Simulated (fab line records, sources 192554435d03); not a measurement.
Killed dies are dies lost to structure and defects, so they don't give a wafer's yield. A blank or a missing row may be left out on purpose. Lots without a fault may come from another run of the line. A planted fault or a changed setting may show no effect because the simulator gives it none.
Which tool did it? | flow n5_finfet | 24 lots, 72 wafers sampled, at 6 steps of a route of 1938

WHAT THE GAUGES READ, wafer by wafer
N5_BEOL_M11_OVL_MEAS_29.
lot  | measured     | on         | V10_OVL (nm)
L074 | day 10 13:34 | overlay-01 | 0.4 -0.7 0.1
L075 | day 10 20:32 | overlay-02 | 0.6 0.7 0.5
L076 | day 11 11:26 | overlay-01 | -1.7 -0.8 -0.9
L080 | day 11 19:43 | overlay-01 | -0.8 -0.3 0.4
L077 | day 11 19:33 | overlay-01 | -0.2 -0.6 -0.1
L079 | day 11 19:53 | overlay-02 | -0.3 -0.1 -1.0
L081 | day 12 01:01 | overlay-01 | -1.1 -1.3 -1.1
L078 | day 12 02:26 | overlay-01 | -0.1 0.1 -0.7
L082 | day 12 09:46 | overlay-02 | -0.5 0.2 0.2
L083 | day 12 17:57 | overlay-02 | -0.2 -0.5 1.0
L084 | day 13 01:34 | overlay-01 | 0.3 -1.2 0.1
L085 | day 13 17:11 | overlay-01 | 0.8 0.3 0.6
L087 | day 13 20:26 | overlay-02 | -0.9 -0.4 -0.8
L086 | day 14 03:07 | overlay-02 | -0.9 0.4 -0.2
L089 | day 14 03:04 | overlay-01 | -1.6 -0.3 -1.3
L091 | day 14 07:20 | overlay-02 | -0.4 0.1 -0.1
L090 | day 14 09:42 | overlay-02 | 0.1 -0.2 -0.8
L088 | day 14 11:54 | overlay-02 | 0.0 0.3 -0.5
L093 | day 14 17:01 | overlay-02 | -1.5 -0.4 -0.4
L092 | day 15 14:22 | overlay-02 | -0.5 -0.9 0.5
L094 | day 15 15:41 | overlay-02 | 0.7 -0.5 0.1
L096 | day 16 11:52 | overlay-02 | 0.1 -1.0 -0.1
L097 | day 16 14:19 | overlay-01 | -0.5 -0.9 -0.6
L095 | day 16 14:16 | overlay-01 | -1.6 -1.0 -0.6

N5_BEOL_M13_OVL_MEAS_29.
lot  | measured     | on         | M13_OVL (nm)
L074 | day 11 03:53 | overlay-01 | 0 2 3
L075 | day 11 07:45 | overlay-02 | -2 -10 -10
L076 | day 11 23:49 | overlay-02 | -5 -13 -5
L080 | day 12 04:37 | overlay-01 | 9 -2 0
L077 | day 12 15:23 | overlay-01 | -7 0 -3
L079 | day 12 06:35 | overlay-01 | -8 -3 -4
L081 | day 12 17:31 | overlay-01 | -12 -15 -13
L078 | day 12 17:46 | overlay-02 | -7 -11 -8
L082 | day 12 19:16 | overlay-02 | -5 -5 -9
L083 | day 13 07:02 | overlay-01 | 1 5 7
L084 | day 13 15:25 | overlay-01 | -9 -6 -1
L085 | day 14 03:48 | overlay-02 | 5 -2 1
L087 | day 14 06:49 | overlay-01 | 4 3 -5
L086 | day 14 16:17 | overlay-02 | -10 -1 -3
L089 | day 14 16:09 | overlay-02 | -6 1 2
L091 | day 14 18:44 | overlay-01 | 3 -1 6
L090 | day 14 19:40 | overlay-02 | -7 0 1
L088 | day 14 23:10 | overlay-02 | -3 -10 -6
L093 | day 15 05:14 | overlay-01 | -7 2 0
L092 | day 16 02:37 | overlay-01 | -4 4 0
L094 | day 16 01:07 | overlay-02 | -5 -9 -1
L096 | day 16 21:36 | overlay-01 | -4 -4 -3
L097 | day 17 02:44 | overlay-01 | -1 3 6
L095 | day 17 03:22 | overlay-02 | -2 6 5

WHICH TOOL RAN EACH LOT (tool, then ch and the chambers of the sampled wafers, then the start)
lot  | N5_BEOL_M10_ANNEAL_51            | N5_BEOL_M11_VIA_ETCH_34            | N5_BEOL_M11_SURFACE_TREAT_76 | N5_BEOL_M12_STRIP_37
L074 | rtp_anneal-01 ch 0, day 10 08:35 | rie_diel-03 ch 0,2,3, day 10 13:50 | pvd_sputter-02, day 10 15:08 | plasma_asher-01 ch 0,1, day 10 19:25
L075 | rtp_anneal-02 ch 0, day 10 15:03 | rie_diel-02 ch 0,1,2, day 10 20:49 | pvd_sputter-03, day 10 22:11 | plasma_asher-02 ch 0,1, day 11 02:10
L076 | rtp_anneal-01 ch 0, day 11 04:07 | rie_diel-02 ch 0,1,2, day 11 12:25 | pvd_sputter-03, day 11 15:16 | plasma_asher-02 ch 0, day 11 19:59
L080 | rtp_anneal-01 ch 0, day 11 12:37 | rie_diel-03 ch 0,2,3, day 11 19:59 | pvd_sputter-02, day 11 21:20 | plasma_asher-02 ch 0,1, day 12 01:08
L077 | rtp_anneal-02 ch 0, day 11 12:44 | rie_diel-02 ch 0,2,3, day 11 19:49 | pvd_sputter-03, day 11 21:30 | plasma_asher-01 ch 0,1, day 12 01:22
L079 | rtp_anneal-02 ch 0, day 11 13:14 | rie_diel-01 ch 0,1,3, day 11 20:17 | pvd_sputter-01, day 11 22:04 | plasma_asher-01 ch 0,1, day 12 02:47
L081 | rtp_anneal-01 ch 0, day 11 15:41 | rie_diel-03 ch 2,3, day 12 01:17   | pvd_sputter-01, day 12 03:03 | plasma_asher-01 ch 0,1, day 12 06:18
L078 | rtp_anneal-02 ch 0, day 11 22:26 | rie_diel-03 ch 1,2,3, day 12 02:43 | pvd_sputter-01, day 12 05:49 | plasma_asher-02 ch 0,1, day 12 09:32
L082 | rtp_anneal-01 ch 0, day 12 02:39 | rie_diel-02 ch 1,2,3, day 12 10:14 | pvd_sputter-03, day 12 11:40 | plasma_asher-01 ch 0,1, day 12 15:43
L083 | rtp_anneal-01 ch 0, day 12 12:49 | rie_diel-02 ch 0,1,2, day 12 18:20 | pvd_sputter-03, day 12 19:52 | plasma_asher-01 ch 0,1, day 12 23:39
L084 | rtp_anneal-02 ch 0, day 12 20:04 | rie_diel-01 ch 1,2,3, day 13 01:50 | pvd_sputter-03, day 13 03:25 | plasma_asher-01 ch 0,1, day 13 07:25
L085 | rtp_anneal-02 ch 0, day 13 13:26 | rie_diel-03 ch 0,1,2, day 13 17:28 | pvd_sputter-01, day 13 18:46 | plasma_asher-02 ch 0,1, day 13 22:45
L087 | rtp_anneal-02 ch 0, day 13 14:26 | rie_diel-03 ch 0,2,3, day 13 20:42 | pvd_sputter-03, day 13 22:04 | plasma_asher-01 ch 0,1, day 14 02:27
L086 | rtp_anneal-02 ch 0, day 13 21:31 | rie_diel-03 ch 0,2,3, day 14 04:11 | pvd_sputter-02, day 14 07:30 | plasma_asher-02 ch 0,1, day 14 11:07
L089 | rtp_anneal-01 ch 0, day 13 23:31 | rie_diel-01 ch 0,2,3, day 14 04:10 | pvd_sputter-02, day 14 07:28 | plasma_asher-01 ch 0,1, day 14 10:53
L091 | rtp_anneal-02 ch 0, day 14 02:14 | rie_diel-03 ch 2,3, day 14 07:37   | pvd_sputter-01, day 14 09:20 | plasma_asher-02 ch 0,1, day 14 13:13
L090 | rtp_anneal-01 ch 0, day 14 05:35 | rie_diel-02 ch 0,3, day 14 09:58   | pvd_sputter-02, day 14 12:31 | plasma_asher-02 ch 0,1, day 14 15:52
L088 | rtp_anneal-01 ch 0, day 14 07:21 | rie_diel-03 ch 0,1,2, day 14 12:10 | pvd_sputter-02, day 14 14:54 | plasma_asher-01 ch 0,1, day 14 19:22
L093 | rtp_anneal-01 ch 0, day 14 13:13 | rie_diel-02 ch 0,2,3, day 14 17:17 | pvd_sputter-02, day 14 18:37 | plasma_asher-02 ch 0,1, day 15 00:37
L092 | rtp_anneal-01 ch 0, day 15 02:46 | rie_diel-03 ch 0,2,3, day 15 14:39 | pvd_sputter-02, day 15 16:57 | plasma_asher-01 ch 0,1, day 15 20:16
L094 | rtp_anneal-02 ch 0, day 15 09:23 | rie_diel-02 ch 2,3, day 15 15:57   | pvd_sputter-01, day 15 17:17 | plasma_asher-01 ch 0, day 15 20:50
L096 | rtp_anneal-01 ch 0, day 16 05:40 | rie_diel-01 ch 1,3, day 16 12:08   | pvd_sputter-02, day 16 13:26 | plasma_asher-02 ch 0, day 16 16:51
L097 | rtp_anneal-02 ch 0, day 16 10:09 | rie_diel-02 ch 0,1,2, day 16 14:34 | pvd_sputter-01, day 16 16:04 | plasma_asher-01 ch 0,1, day 16 20:59
L095 | rtp_anneal-01 ch 0, day 16 10:13 | rie_diel-03 ch 1,2,3, day 16 14:32 | pvd_sputter-01, day 16 16:07 | plasma_asher-01 ch 0,1, day 16 21:09
- N5_BEOL_M10_ANNEAL_51: time 90 s.
- N5_BEOL_M11_VIA_ETCH_34: etches SiCOH lowk in C4F6/O2, target depth 184.5 nm, time 69.2 s.
- N5_BEOL_M11_SURFACE_TREAT_76
- N5_BEOL_M12_STRIP_37: strips in N2/H2.

WHAT THE TOOLS THEMSELVES READ (means of the sampled wafers that have a number; where no wafer has one, the mark that the record gives instead)
N5_BEOL_M10_ANNEAL_51.
lot  | tool          | wafer_temp_C_max
L074 | rtp_anneal-01 | 225.67
L075 | rtp_anneal-02 | 225.90
L076 | rtp_anneal-01 | 225.86
L080 | rtp_anneal-01 | 225.75
L077 | rtp_anneal-02 | 225.87
L079 | rtp_anneal-02 | 225.73
L081 | rtp_anneal-01 | 225.91
L078 | rtp_anneal-02 | 225.98
L082 | rtp_anneal-01 | 225.65
L083 | rtp_anneal-01 | 225.70
L084 | rtp_anneal-02 | 225.65
L085 | rtp_anneal-02 | 225.97
L087 | rtp_anneal-02 | 225.94
L086 | rtp_anneal-02 | 226.04
L089 | rtp_anneal-01 | 226.20
L091 | rtp_anneal-02 | 226.00
L090 | rtp_anneal-01 | 225.94
L088 | rtp_anneal-01 | 225.94
L093 | rtp_anneal-01 | 226.13
L092 | rtp_anneal-01 | 225.73
L094 | rtp_anneal-02 | 225.68
L096 | rtp_anneal-01 | 226.00
L097 | rtp_anneal-02 | 225.88
L095 | rtp_anneal-01 | 225.86

N5_BEOL_M11_VIA_ETCH_34.
lot  | tool        | chamber_pressure_mTorr (mTorr) | drypump_motor_current_A (A) | oes_product_au (a.u.) | rf_vpp_V (V) | showerhead_plenum_p_Torr (Torr) | throttle_valve_pct (%)
L074 | rie_diel-03 | 30.007                         | 5.9                         | 0.74                  | 670          | 2.92                            | 20.98
L075 | rie_diel-02 | 30.018                         | 5.4                         | 0.73                  | 663          | 2.74                            | 21.07
L076 | rie_diel-02 | 30.016                         | 5.4                         | 0.73                  | 664          | 2.74                            | 21.08
L080 | rie_diel-03 | 30.028                         | 5.9                         | 0.73                  | 670          | 2.91                            | 20.99
L077 | rie_diel-02 | 29.997                         | 5.7                         | 0.76                  | 664          | 2.83                            | 21.17
L079 | rie_diel-01 | 29.998                         | 5.7                         | 0.75                  | 662          | 2.92                            | 21.09
L081 | rie_diel-03 | 30.012                         | 6.0                         | 0.74                  | 683          | 2.95                            | 20.91
L078 | rie_diel-03 | 30.015                         | 5.8                         | 0.73                  | 670          | 2.91                            | 21.00
L082 | rie_diel-02 | 30.005                         | 5.5                         | 0.75                  | 663          | 2.79                            | 20.99
L083 | rie_diel-02 | 29.993                         | 5.4                         | 0.71                  | 663          | 2.73                            | 21.10
L084 | rie_diel-01 | 29.995                         | 5.3                         | 0.81                  | 659          | 2.94                            | 21.05
L085 | rie_diel-03 | 30.008                         | 5.6                         | 0.70                  | 655          | 2.87                            | 21.10
L087 | rie_diel-03 | 30.001                         | 5.8                         | 0.72                  | 671          | 2.91                            | 21.01
L086 | rie_diel-03 | 29.981                         | 5.8                         | 0.71                  | 671          | 2.90                            | 21.01
L089 | rie_diel-01 | 30.005                         | 5.4                         | 0.77                  | 657          | 2.92                            | 21.06
L091 | rie_diel-03 | 29.982                         | 6.2                         | 0.72                  | 684          | 2.94                            | 20.86
L090 | rie_diel-02 | 30.003                         | 5.4                         | 0.74                  | 663          | 2.89                            | 21.21
L088 | rie_diel-03 | 30.003                         | 5.6                         | 0.71                  | 657          | 2.87                            | 21.11
L093 | rie_diel-02 | 30.017                         | 5.7                         | 0.75                  | 663          | 2.82                            | 21.21
L092 | rie_diel-03 | 29.990                         | 5.9                         | 0.71                  | 670          | 2.90                            | 21.03
L094 | rie_diel-02 | 29.993                         | 5.8                         | 0.77                  | 664          | 2.87                            | 21.13
L096 | rie_diel-01 | 29.982                         | 5.4                         | 0.75                  | 658          | 2.88                            | 21.20
L097 | rie_diel-02 | 30.011                         | 5.4                         | 0.80                  | 666          | 2.83                            | 21.04
L095 | rie_diel-03 | 30.015                         | 5.8                         | 0.70                  | 670          | 2.90                            | 21.05

N5_BEOL_M11_SURFACE_TREAT_76.
lot  | tool           | ar_flow_sccm (sccm)
L074 | pvd_sputter-02 | 29.98
L075 | pvd_sputter-03 | 30.05
L076 | pvd_sputter-03 | 30.04
L080 | pvd_sputter-02 | 29.99
L077 | pvd_sputter-03 | 30.02
L079 | pvd_sputter-01 | 30.08
L081 | pvd_sputter-01 | 30.05
L078 | pvd_sputter-01 | 30.02
L082 | pvd_sputter-03 | 29.96
L083 | pvd_sputter-03 | 30.06
L084 | pvd_sputter-03 | 29.99
L085 | pvd_sputter-01 | 30.02
L087 | pvd_sputter-03 | 30.01
L086 | pvd_sputter-02 | 29.98
L089 | pvd_sputter-02 | 30.07
L091 | pvd_sputter-01 | 30.11
L090 | pvd_sputter-02 | 30.07
L088 | pvd_sputter-02 | 29.95
L093 | pvd_sputter-02 | 30.09
L092 | pvd_sputter-02 | 29.99
L094 | pvd_sputter-01 | 30.01
L096 | pvd_sputter-02 | 29.93
L097 | pvd_sputter-01 | 29.99
L095 | pvd_sputter-01 | 29.96

N5_BEOL_M12_STRIP_37.
lot  | tool            | drypump_motor_current_A (A) | heater_power_w (W) | oes_product_au (a.u.)
L074 | plasma_asher-01 | 6.0                         | 292                | 0.783
L075 | plasma_asher-02 | 5.2                         | 398                | 0.781
L076 | plasma_asher-02 | 5.5                         | 341                | 0.792
L080 | plasma_asher-02 | 5.4                         | 371                | 0.788
L077 | plasma_asher-01 | 5.6                         | 322                | 0.790
L079 | plasma_asher-01 | 6.0                         | 293                | 0.793
L081 | plasma_asher-01 | 6.0                         | 296                | 0.789
L078 | plasma_asher-02 | 5.2                         | 404                | 0.786
L082 | plasma_asher-01 | 6.0                         | 296                | 0.784
L083 | plasma_asher-01 | 6.0                         | 293                | 0.792
L084 | plasma_asher-01 | 5.6                         | 316                | 0.796
L085 | plasma_asher-02 | 5.4                         | 367                | 0.803
L087 | plasma_asher-01 | 5.6                         | 321                | 0.804
L086 | plasma_asher-02 | 5.3                         | 369                | 0.795
L089 | plasma_asher-01 | 5.6                         | 320                | 0.794
L091 | plasma_asher-02 | 5.2                         | 397                | 0.791
L090 | plasma_asher-02 | 5.4                         | 372                | 0.781
L088 | plasma_asher-01 | 5.5                         | 322                | 0.788
L093 | plasma_asher-02 | 5.3                         | 365                | 0.783
L092 | plasma_asher-01 | 6.0                         | 293                | 0.781
L094 | plasma_asher-01 | 5.1                         | 336                | 0.791
L096 | plasma_asher-02 | 5.5                         | 341                | 0.798
L097 | plasma_asher-01 | 6.0                         | 289                | 0.790
L095 | plasma_asher-01 | 5.5                         | 321                | 0.781

THE ANSWER, worked out from the rows above alone
Rule: what is usual is taken from the lots themselves. Put in order of their means at a reading, lots are off if they are a third of the lots or fewer, leave a main group of 4 or more, and stand apart from it by a gap of 3 or more times the standard deviation of the main group's means; of several such gaps the widest counts. A main group whose means are all the same, to the digits that the tables above print for the reading, isn't used. A lot without any number at a reading at which 4 lots or more have one is off too. The other lots that the step has rows for count as sound. The gauges are gone through in route order, then the tools' own readings, and for those a lot's mean is taken as printed above. The first step at which some lot is off is used, and at that step the reading that is off furthest; a lot without a number counts as furthest.
No lot is off at any reading shown: from this, nothing can be told.

WHAT THE SIMULATOR HAD PUT IN
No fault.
